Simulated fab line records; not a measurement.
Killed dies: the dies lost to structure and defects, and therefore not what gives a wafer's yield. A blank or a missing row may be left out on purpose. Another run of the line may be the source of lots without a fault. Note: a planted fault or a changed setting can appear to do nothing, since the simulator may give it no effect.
Which tool did it? | flow nand harc | 13 lots, 39 wafers sampled, at 5 steps of a route of 1302

## WHAT THE GAUGES READ, wafer by wafer
NHARC_A_ONON_D1_THK_MEAS_27: measures by ellipsometry. Usual: thk nm at 999 nm, with a standard deviation of 9.
lot  | measured     | on            | thk nm (nm)    | flag
L963 | day 8 09:22  | film metro-01 | 997 994 998    |
L964 | day 8 15:13  | film metro-02 | 988 987 987    |
L965 | day 9 00:29  | film metro-01 | 1001 999 1001  |
L966 | day 9 10:47  | film metro-02 | 992 991 995    |
L967 | day 10 08:07 | film metro-02 | 1013 1015 1016 |
L968 | day 10 08:06 | film metro-01 | 991 992 992    |
L970 | day 11 01:53 | film metro-02 | 1017 1017 1018 |
L971 | day 11 17:49 | film metro-02 | 1517 1517 1011 | OFF
L975 | day 13 03:10 | film metro-01 | 1510 1509 1004 | OFF
L980 | day 15 06:23 | film metro-01 | 1006 1007 1006 |
L984 | day 16 21:49 | film metro-01 | 984 983 985    |
L983 | day 16 21:52 | film metro-01 | 1004 1004 1003 |
L985 | day 17 06:32 | film metro-02 | 986 989 988    |

NHARC_END_SORT_01. Usual: killed at array 46, standard deviation 15; killed at other 0.8, standard deviation 1.1; killed at periphery 4.0, standard deviation 2.9; killed dies 50, standard deviation 15; killed open 3.2, standard deviation 1.8; killed short 2.3, standard deviation 1.6.
lot  | measured     | on        | killed at array | killed at other | killed at periphery | killed dies | killed open | killed short | flag
L971 | day 27 14:41 | prober-01 | 675 671 21      | 0 1 0           | 2 5 5               | 677 677 26  | 3 3 1       | 0 0 1        | OFF
L975 | day 29 03:16 | prober-01 | 676 676 40      | 0 0 0           | 1 1 1               | 677 677 41  | 2 6 2       | 0 1 1        | OFF

## WHAT TOOL EACH LOT RAN ON (gives the tool, then ch and the chambers of the sampled wafers, and finally the start)
lot  | NHARC_A_ZERO_WELL_ETCH_13        | NHARC_A_ZERO_WELL_RTA_16         | NHARC_A_ONON_D1_DEP_25
L963 | rie si-05 ch 1,2, day 6 22:37    | rtp anneal-02 ch 0, day 6 23:32  | pecvd onon-01 ch 0, day 8 08:51
L964 | rie si-05 ch 0,1,3, day 7 03:37  | rtp anneal-01 ch 0, day 7 04:31  | pecvd onon-02 ch 0, day 8 14:43
L965 | rie si-02 ch 1,2,3, day 7 12:29  | rtp anneal-02 ch 0, day 7 13:26  | pecvd onon-03 ch 0, day 9 00:02
L966 | rie si-05 ch 0,2,3, day 7 23:06  | rtp anneal-02 ch 0, day 7 23:58  | pecvd onon-01 ch 0, day 9 10:17
L967 | rie si-05 ch 1,2,3, day 8 17:13  | rtp anneal-01 ch 0, day 8 18:10  | pecvd onon-03 ch 0, day 10 07:47
L968 | rie si-02 ch 1,3, day 8 20:32    | rtp anneal-02 ch 0, day 8 21:28  | pecvd onon-02 ch 0, day 10 07:39
L970 | rie si-02 ch 0,3, day 9 16:11    | rtp anneal-02 ch 0, day 9 17:05  | pecvd onon-01 ch 0, day 11 01:22
L971 | rie si-04 ch 0,1,2, day 10 07:37 | rtp anneal-02 ch 0, day 10 08:32 | pecvd onon-01 ch 0, day 11 17:19
L975 | rie si-05 ch 0,1,2, day 11 18:32 | rtp anneal-02 ch 0, day 11 19:26 | pecvd onon-01 ch 0, day 13 02:39
L980 | rie si-02 ch 0,2,3, day 13 22:32 | rtp anneal-01 ch 0, day 13 23:25 | pecvd onon-02 ch 0, day 15 05:53
L984 | rie si-05 ch 0,2, day 15 09:52   | rtp anneal-02 ch 0, day 15 10:46 | pecvd onon-02 ch 0, day 16 21:18
L983 | rie si-02 ch 1,2,3, day 15 11:09 | rtp anneal-01 ch 0, day 15 12:04 | pecvd onon-03 ch 0, day 16 21:21
L985 | rie si-05 ch 1,2,3, day 15 20:55 | rtp anneal-02 ch 0, day 15 21:49 | pecvd onon-01 ch 0, day 17 06:02
- NHARC_A_ZERO_WELL_ETCH_13: etches the open film in HBr/Cl2, target depth 120 nm, time 40.1 s.
- NHARC_A_ZERO_WELL_RTA_16: time 10 s.
- NHARC_A_ONON_D1_DEP_25: target thk 1000 nm.

## WHAT THE TOOLS THEMSELVES READ (means of the sampled wafers that have a number; where no wafer has one, the mark that the record gives instead)
NHARC_A_ZERO_WELL_ETCH_13. Usual: drypump motor current A 5.9 A, standard deviation 0.46; mfc cl2 sccm 50.01 sccm, standard deviation 0.16; oes product au 1.000 a.u., standard deviation 0.0083; throttle valve pct 26.406 %, standard deviation 0.0086.
lot  | tool      | drypump motor current A (A) | mfc cl2 sccm (sccm) | oes product au (a.u.) | throttle valve pct (%) | flag
L963 | rie si-05 | 6.3                         | 50.15               | 1.002                 | 26.411                 |
L964 | rie si-05 | 6.0                         | 49.97               | 0.996                 | 26.399                 |
L965 | rie si-02 | 5.9                         | 49.97               | 1.001                 | 26.409                 |
L966 | rie si-05 | 5.9                         | 49.95               | 1.001                 | 26.407                 |
L967 | rie si-05 | 6.0                         | 49.86               | 1.007                 | 26.403                 |
L968 | rie si-02 | 6.1                         | 49.96               | 1.010                 | 26.404                 |
L970 | rie si-02 | 6.1                         | 50.22               | 1.012                 | 26.406                 |
L971 | rie si-04 | 5.3                         | 49.99               | 0.995                 | 26.402                 |
L975 | rie si-05 | 6.3                         | 50.08               | 0.994                 | 26.413                 |
L980 | rie si-02 | 6.1                         | 49.96               | 0.999                 | 26.395                 |
L984 | rie si-05 | 6.2                         | 49.92               | 0.997                 | 26.411                 |
L983 | rie si-02 | 5.9                         | 49.98               | 0.999                 | 26.409                 |
L985 | rie si-05 | 6.0                         | 49.98               | 1.001                 | 26.400                 |

NHARC_A_ZERO_WELL_RTA_16. Usual: lamp power pct 31.1 %, standard deviation 1.9; lamp_zone_3_pct 31.1 %, standard deviation 1.9; wafer_temp_C_max 1006.1, standard deviation 2.1.
lot  | tool          | lamp power pct (%) | lamp_zone_3_pct (%) | wafer_temp_C_max | flag
L963 | rtp anneal-02 | 32.7               | 32.7                | 1004.8           |
L964 | rtp anneal-01 | 29.1               | 29.1                | 1007.2           |
L965 | rtp anneal-02 | 32.8               | 32.7                | 1004.2           |
L966 | rtp anneal-02 | 32.8               | 32.8                | 1003.9           |
L967 | rtp anneal-01 | 29.0               | 29.0                | 1007.3           |
L968 | rtp anneal-02 | 32.8               | 32.8                | 1004.3           |
L970 | rtp anneal-02 | 32.8               | 32.8                | 1005.2           |
L971 | rtp anneal-02 | 32.8               | 32.7                | 1005.2           |
L975 | rtp anneal-02 | 32.8               | 32.8                | 1004.9           |
L980 | rtp anneal-01 | 29.0               | 29.1                | 1007.6           |
L984 | rtp anneal-02 | 32.8               | 32.7                | 1004.2           |
L983 | rtp anneal-01 | 29.0               | 29.0                | 1010.2           |
L985 | rtp anneal-02 | 32.8               | 32.7                | 1005.4           |

## THE ANSWER, worked out from the rows above alone
Rule: take the mean of a lot's wafers that have a number; if it is more than 3 standard deviations from the usual mean, the lot is off. A lot without any number at a reading at which 4 lots or more have one is off too. Where the step has rows for the other lots, those lots are counted as sound. The gauges are gone through in route order, then the tools' own readings, and for those a lot's mean is taken as printed above. The first step at which some lot is off is used, and at that step the reading that is off furthest; a lot without a number counts as furthest.
Off: L971, L975, at NHARC_A_ONON_D1_THK_MEAS_27 (thk nm).
If a tool, at a process step before that reading, ran all the lots that are off and no sound lot after the first of them, it fits. The gauges at NHARC_A_ONON_D1_THK_MEAS_27 aren't tried: what is off there is off at NHARC_END_SORT_01 too, on other tools, and a gauge's error can't cause that. Of those tried, none fits.

## WHAT HAD BEEN PUT IN BY THE SIMULATOR
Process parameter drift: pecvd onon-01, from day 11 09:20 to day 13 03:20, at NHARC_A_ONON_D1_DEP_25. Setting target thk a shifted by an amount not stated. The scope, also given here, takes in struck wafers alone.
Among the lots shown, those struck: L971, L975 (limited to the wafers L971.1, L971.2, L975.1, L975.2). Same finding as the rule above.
